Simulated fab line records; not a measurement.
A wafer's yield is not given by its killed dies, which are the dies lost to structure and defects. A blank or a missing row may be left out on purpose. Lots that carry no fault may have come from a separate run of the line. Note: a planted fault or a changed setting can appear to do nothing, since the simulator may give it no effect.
Chamber matching	flow n5 finfet	4 sister chambers for N5_HKMG_FIN_PWFM_ALD_03 on ald metal-01
The step deposits TiN, target thk 2 nm, pulse time 1 s, purge time 3 s. 16 wafers are shown with their chamber, then 8 later ones without.

WAFERS PAIRED WITH THEIR CHAMBERS
wafer	chamber	heater power w (W)	precursor pulse height rel
L077.1	1	905	1.022
L077.2	0	776	0.993
L077.5	0	740	0.994
L079.3	3	755	1.013
L079.5	1	891	0.959
L079.6	0	759	0.984
L087.2	1	912	1.009
L087.3	2	966	0.996
L087.5	2	971	0.972
L088.2	0	754	0.997
L088.4	3	754	1.028
L088.5	2	952	0.991
L089.2	0	747	0.994
L089.4	1	914	1.015
L089.5	2	936	1.020
L093.1	0	751	1.017

SIGNATURES (means of the wafers above)
reading	chamber 0	chamber 1	chamber 2	chamber 3	scatter within a chamber
heater power w	754.50	905.50	956.25	754.50	12.3
precursor pulse height rel	0.99650	1.00125	0.99475	1.02050	0.019
Rule: distance of a wafer from a chamber = root of the sum over the readings of ((wafer's reading minus chamber's mean) / reading's scatter) squared. If the next closest chamber is less than 2 further off than the closest, the wafer can't be placed; otherwise it belongs to the closest. The scatter: take each reading less its chamber's mean, square it, sum over the shown wafers, divide by the number of wafers less the number of chambers, and take the root.

WAFERS WHOSE CHAMBER IS MISSING
wafer	heater power w (W)	precursor pulse height rel
L093.3	890	0.997
L093.5	757	1.026
L095.1	725	0.967
L095.2	983	1.017
L095.4	902	1.021
L097.4	919	0.979
L097.5	929	0.983
L097.6	759	1.057

WHICH CHAMBER EACH WENT THROUGH
wafer	from the rows above	in truth
L093.3	1	1
L093.5	can't be placed: 3 or 0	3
L095.1	can't be placed: 0 or 3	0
L095.2	2	2
L095.4	1	1
L097.4	can't be placed: 1 or 2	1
L097.5	can't be placed: 1 or 2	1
L097.6	can't be placed: 3 or 0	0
Placed correctly: 3 of 8. From these rows, 5 cannot be placed; in 5 the true chamber is one of the candidates. Number placed wrongly: 0.
